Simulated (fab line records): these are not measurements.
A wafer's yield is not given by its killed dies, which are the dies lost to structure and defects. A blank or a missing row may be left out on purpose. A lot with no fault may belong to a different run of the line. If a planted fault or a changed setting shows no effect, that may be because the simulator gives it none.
One fault through the eyes of 2 desks	flow nand_harc	each desk has only its own numbers; what lay behind them comes last

== AT THE TOOL OWNER'S DESK: litho_track-01 ==
The tool's own readings at NHARC_P_M1_PEB_07 (peb time 65 s): means of the sampled wafers that have a number, for each lot that ran on this tool. The brackets show how far a lot's mean lies from the usual mean; more than 4 standard deviations puts the lot out of limits, marked OUT.
Columns: A = heater_power_total_W at NHARC_P_M1_PEB_07, usual 156.7 W; B = plate_temp_C at NHARC_P_M1_PEB_07, usual 99.99 C; C = resist_line_temp_C at NHARC_P_M1_PEB_07, usual 23.01 C
lot	first seen here	A	B	C
L103	day 7 00:50	156.9	100.02	22.95
L110	day 10 15:38	157.0	100.11	23.10
L117	day 13 03:29	167.9 (+27) OUT	99.69	22.94
L120	day 14 02:35	167.9 (+27) OUT	99.99	23.12
Finding of this desk: L117, L120 out of limits; the first was L117 at day 13 03:29, on heater_power_total_W at NHARC_P_M1_PEB_07. In limits: L103, L110.

== AT THE METROLOGY DESK ==
What the gauges read for every lot (on any tool): the sampled wafers with a number, averaged. The brackets show how far a lot's mean lies from the usual mean; more than 4 standard deviations puts the lot out of limits, marked OUT.
Columns: A = cd_nm at NHARC_P_M1_CD_MEAS_09, usual 129.9 nm
lot	first seen here	A
L103	day 7 00:55	129.7
L104	day 7 07:21	129.7
L108	day 9 06:55	129.4
L109	day 10 05:31	130.0
L110	day 10 15:43	129.8
L114	day 11 12:07	129.9
L117	day 13 03:34	124.8 (-8.9) OUT
L119	day 13 13:25	129.5
L120	day 14 02:40	125.5 (-7.7) OUT
L123	day 15 16:15	130.1
Finding of this desk: L117, L120 out of limits; the first was L117 at day 13 03:34, on cd_nm at NHARC_P_M1_CD_MEAS_09. In limits: L103, L104, L108, L109, L110, L114, L119, L123.

== BROUGHT TOGETHER ==
The tool owner's desk could have raised an alarm at day 13 03:29, on L117, L120.
An alarm was possible from the metrology desk at day 13 03:34, on L117, L120.
NHARC_P_M1_PEB_07 was run on litho_track-01 by each of the lots named.

== WHAT THE SIMULATOR HAD INSERTED ==
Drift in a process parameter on litho_track-01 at NHARC_P_M1_PEB_07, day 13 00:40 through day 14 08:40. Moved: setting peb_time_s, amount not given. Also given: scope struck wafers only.
Shown lots that were struck: L117, L120.
Counting hours from when the fault started, the first reading out of limits came at 3 for the tool owner's desk and at 3 for the metrology desk.
